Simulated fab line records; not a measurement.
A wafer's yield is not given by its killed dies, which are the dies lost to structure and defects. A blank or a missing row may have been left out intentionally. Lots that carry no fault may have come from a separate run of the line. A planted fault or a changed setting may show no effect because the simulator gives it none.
Matching of chambers | flow nandHarc | NHARC_A_STAIRCASE_DESCUM_312 on rieDiel-06: 4 sister chambers
The step chemistry O2, time 3 s. 8 wafers are shown with their chamber, then 8 later ones without.

== EACH WAFER AND ITS CHAMBER ==
wafer  | chamber | drypumpMotorCurrentA (A) | showerheadPlenumPTorr (Torr)
L077.4 | 3       | 5.95                     | 1.94
L081.2 | 1       | 5.24                     | 1.89
L081.3 | 3       | 5.93                     | 1.94
L081.5 | 2       | 5.41                     | 1.84
L082.1 | 1       | 5.25                     | 1.89
L082.2 | 0       | 5.01                     | 2.04
L082.5 | 2       | 5.42                     | 1.84
L092.4 | 0       | 4.99                     | 2.03

== WAFERS WHOSE CHAMBER IS MISSING ==
wafer  | drypumpMotorCurrentA (A) | showerheadPlenumPTorr (Torr)
L092.5 | 5.00                     | 2.03
L092.6 | 5.92                     | 1.93
L095.3 | 5.28                     | 1.87
L095.5 | 5.25                     | 1.87
L095.6 | 4.97                     | 2.03
L097.1 | 5.93                     | 1.93
L097.2 | 5.40                     | 1.82
L097.5 | 5.40                     | 1.82

== WHICH CHAMBER EACH WENT THROUGH ==
wafer  | from the rows above | in truth
L092.5 | 0                   | 0
L092.6 | 3                   | 3
L095.3 | 1                   | 1
L095.5 | 1                   | 1
L095.6 | 0                   | 0
L097.1 | 3                   | 3
L097.2 | 2                   | 2
L097.5 | 2                   | 2
8 of 8 placed correctly. From these rows, 0 cannot be placed. Number placed wrongly: 0.
How it was worked out, from the rows above alone: a wafer's distance from a chamber is the root of the sum, over the readings, of the square of ((its reading less the chamber's mean) divided by the reading's scatter). The wafer belongs to the nearest chamber; if the next one is less than 2 further off, it can't be placed. For every chamber, the mean is computed from those of its wafers that are shown. The scatter: take each reading less its chamber's mean, square it, sum over the shown wafers, divide by the number of wafers less the number of chambers, and take the root.
